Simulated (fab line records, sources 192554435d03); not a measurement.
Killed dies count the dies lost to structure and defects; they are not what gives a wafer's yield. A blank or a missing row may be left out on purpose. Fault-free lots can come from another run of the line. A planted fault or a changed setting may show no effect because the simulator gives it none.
Chamber matching | flow n5_finfet | N5_MIM_BOT_LITHO_DESCUM_10 on rie_diel-04 has 4 sister chambers
The step chemistry O2, time 7.9 s. 8 wafers are shown with their chamber, then 10 later ones without.

## WAFERS WITH THEIR CHAMBER
wafer  | chamber | drypump_motor_current_A (A) | throttle_valve_pct (%)
L084.1 | 3       | 6.13                        | 20.36
L084.2 | 2       | 5.86                        | 20.08
L084.4 | 3       | 6.14                        | 20.36
L092.2 | 1       | 5.98                        | 19.92
L092.4 | 0       | 5.37                        | 20.40
L092.5 | 0       | 5.40                        | 20.39
L093.2 | 1       | 5.98                        | 19.93
L093.3 | 2       | 5.79                        | 20.10

## WAFERS MISSING THEIR CHAMBER
wafer  | drypump_motor_current_A (A) | throttle_valve_pct (%)
L093.4 | 5.36                        | 20.38
L094.2 | 5.84                        | 20.12
L094.4 | 6.12                        | 20.40
L094.5 | 5.39                        | 20.38
L096.2 | 6.13                        | 20.40
L096.3 | 5.86                        | 20.12
L096.5 | 6.15                        | 20.41
L097.2 | 6.10                        | 20.41
L097.3 | 5.38                        | 20.41
L097.5 | 6.14                        | 20.40

## THE CHAMBER EACH PASSED THROUGH
wafer  | from the rows above | in truth
L093.4 | 0                   | 0
L094.2 | 2                   | 2
L094.4 | 3                   | 3
L094.5 | 0                   | 0
L096.2 | 3                   | 3
L096.3 | 2                   | 2
L096.5 | 3                   | 3
L097.2 | 3                   | 3
L097.3 | 0                   | 0
L097.5 | 3                   | 3
Correctly placed: 10 of 10. Number that these rows cannot place: 0. Wrongly placed: 0.
How it was worked out, from the rows above alone: a wafer's distance from a chamber is the root of the sum, over the readings, of the square of ((its reading less the chamber's mean) divided by the reading's scatter). The wafer belongs to the nearest chamber; if the next one is less than 2 further off, it can't be placed. A chamber's mean is the mean of its shown wafers. The scatter: take each reading less its chamber's mean, square it, sum over the shown wafers, divide by the number of wafers less the number of chambers, and take the root.
